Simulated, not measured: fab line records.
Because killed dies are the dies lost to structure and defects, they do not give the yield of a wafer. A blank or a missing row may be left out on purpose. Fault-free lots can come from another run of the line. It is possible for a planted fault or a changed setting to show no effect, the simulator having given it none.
Matching of chambers | flow n5Finfet | N5_DUMMY_GATE_TRIM_49 on rieSi-05: 4 sister chambers
The step chemistry O2, time 29 s, target cd 14 nm. 4 wafers are shown with their chamber, then 9 later ones without.

== WAFERS WITH THEIR CHAMBER ==
wafer  | chamber | throttleValvePct (%)
L090.6 | 1       | 8.06
L092.2 | 2       | 8.21
L094.2 | 3       | 8.28
L094.6 | 0       | 7.99

== WAFERS WITH NO CHAMBER GIVEN ==
wafer  | throttleValvePct (%)
L095.2 | 8.06
L095.5 | 8.27
L095.6 | 8.20
L096.4 | 8.25
L096.5 | 7.98
L096.6 | 8.07
L097.2 | 8.21
L097.3 | 8.06
L097.6 | 8.27

== WHICH CHAMBER EACH WENT THROUGH ==
wafer  | from the rows above     | in truth
L095.2 | 1                       | 1
L095.5 | 3                       | 3
L095.6 | 2                       | 2
L096.4 | can't be placed: 3 or 2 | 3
L096.5 | 0                       | 0
L096.6 | 1                       | 1
L097.2 | 2                       | 2
L097.3 | 1                       | 1
L097.6 | 3                       | 3
8 of 9 placed correctly. Can't be placed from these rows: 1 (the true chamber is among the candidates in 1). 0 placed wrongly.
How it was worked out, from the rows above alone: a wafer's distance from a chamber is the root of the sum, over the readings, of the square of ((its reading less the chamber's mean) divided by the reading's scatter). The wafer belongs to the nearest chamber; if the next one is less than 2 further off, it can't be placed. For every chamber, the mean is computed from those of its wafers that are shown. The scatter (one wafer shown for each chamber): square how far every hidden wafer sits from the nearest shown wafer, average those squares and take the square root.
